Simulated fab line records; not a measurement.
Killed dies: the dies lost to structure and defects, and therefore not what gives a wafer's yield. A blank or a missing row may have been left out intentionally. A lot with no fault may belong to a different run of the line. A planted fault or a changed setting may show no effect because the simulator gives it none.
Chamber matching | flow n5 finfet | rie diel-02 running N5_BEOL_M13_ETCH_67: 4 sister chambers
The step etches SiARC in CF4, target depth 143 nm, time 238.3 s. 14 wafers are shown with their chamber, then 7 later ones without.

EACH WAFER AND ITS CHAMBER
wafer  | chamber | showerhead plenum p Torr (Torr) | drypump motor current A (A) | throttle valve pct (%)
L075.3 | 3       | 2.10                            | 5.7                         | 15.94
L075.4 | 0       | 2.18                            | 5.8                         | 15.61
L075.6 | 2       | 2.17                            | 5.7                         | 15.10
L074.1 | 2       | 2.17                            | 5.6                         | 15.11
L074.2 | 3       | 2.10                            | 5.8                         | 15.93
L074.4 | 1       | 2.13                            | 5.9                         | 15.61
L083.1 | 0       | 2.18                            | 5.8                         | 15.63
L083.2 | 2       | 2.16                            | 5.7                         | 15.14
L083.4 | 1       | 2.13                            | 5.9                         | 15.64
L086.2 | 2       | 2.16                            | 5.6                         | 15.16
L086.4 | 3       | 2.09                            | 5.8                         | 15.48
L086.6 | 2       | 2.16                            | 5.6                         | 15.14
L094.2 | 2       | 2.15                            | 5.6                         | 15.18
L094.3 | 3       | 2.09                            | 5.7                         | 15.47

SIGNATURES (means of the wafers above)
reading                  | chamber 0 | chamber 1 | chamber 2 | chamber 3 | scatter within a chamber
showerhead plenum p Torr | 2.1800    | 2.1300    | 2.1617    | 2.0950    | 0.00619
drypump motor current A  | 5.800     | 5.900     | 5.633     | 5.750     | 0.0483
throttle valve pct       | 15.6200   | 15.6250   | 15.1383   | 15.7050   | 0.147
Rule: a wafer's distance from a chamber is the root of the sum, over the readings, of the square of ((its reading less the chamber's mean) divided by the reading's scatter). The wafer belongs to the nearest chamber; if the next one is less than 2 further off, it can't be placed. The scatter: the root of (the sum of the squares of (reading less its chamber's mean) over the shown wafers, divided by (wafers less chambers)).

WAFERS WITHOUT THEIR CHAMBER
wafer  | showerhead plenum p Torr (Torr) | drypump motor current A (A) | throttle valve pct (%)
L094.5 | 2.17                            | 5.8                         | 15.68
L095.4 | 2.17                            | 5.8                         | 15.69
L095.5 | 2.12                            | 5.9                         | 15.17
L095.6 | 2.17                            | 5.8                         | 15.68
L097.1 | 2.15                            | 5.7                         | 15.19
L097.4 | 2.08                            | 5.7                         | 15.49
L097.5 | 2.15                            | 5.6                         | 15.19

THE CHAMBER EACH PASSED THROUGH
wafer  | from the rows above | in truth
L094.5 | 0                   | 0
L095.4 | 0                   | 0
L095.5 | 1                   | 1
L095.6 | 0                   | 0
L097.1 | 2                   | 2
L097.4 | 3                   | 3
L097.5 | 2                   | 2
Placed correctly: 7 of 7. From these rows, 0 cannot be placed. Number placed wrongly: 0.
